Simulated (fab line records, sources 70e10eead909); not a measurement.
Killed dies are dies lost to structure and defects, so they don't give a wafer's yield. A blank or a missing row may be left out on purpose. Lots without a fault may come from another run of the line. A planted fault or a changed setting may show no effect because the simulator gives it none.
Chamber matching | flow nand_harc | NHARC_A_CONTACT_CMP_20 on cmp-01: 4 sister chambers
The step polishes, t overpolish 30 s, target thk 300 nm. 4 wafers are shown with their chamber, then 7 later ones without.

WAFERS WITH THEIR CHAMBER
wafer  | chamber | motor_current_A (A)
L087.1 | 1       | 12.3
L089.5 | 3       | 11.7
L088.1 | 2       | 12.0
L088.3 | 0       | 13.8

WAFERS WITHOUT THEIR CHAMBER
wafer  | motor_current_A (A)
L088.6 | 12.6
L096.1 | 11.8
L096.2 | 14.0
L096.6 | 11.7
L094.1 | 10.9
L094.2 | 11.6
L094.4 | 13.9

WHICH CHAMBER EACH WENT THROUGH
wafer  | from the rows above          | in truth
L088.6 | can't be placed: 1 or 2 or 3 | 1
L096.1 | can't be placed: 3 or 2 or 1 | 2
L096.2 | 0                            | 0
L096.6 | can't be placed: 3 or 2 or 1 | 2
L094.1 | can't be placed: 3 or 2 or 1 | 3
L094.2 | can't be placed: 3 or 2 or 1 | 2
L094.4 | 0                            | 0
Placed correctly: 2 of 7. Can't be placed from these rows: 5 (the true chamber is among the candidates in 5). Placed wrongly: 0.
How it was worked out, from the rows above alone: a wafer's distance from a chamber is the root of the sum, over the readings, of the square of ((its reading less the chamber's mean) divided by the reading's scatter). The wafer belongs to the nearest chamber; if the next one is less than 2 further off, it can't be placed. A chamber's mean is the mean of its shown wafers. The scatter: with one shown wafer a chamber, the root of the mean of the squares of how far each hidden wafer lies from its nearest shown one.
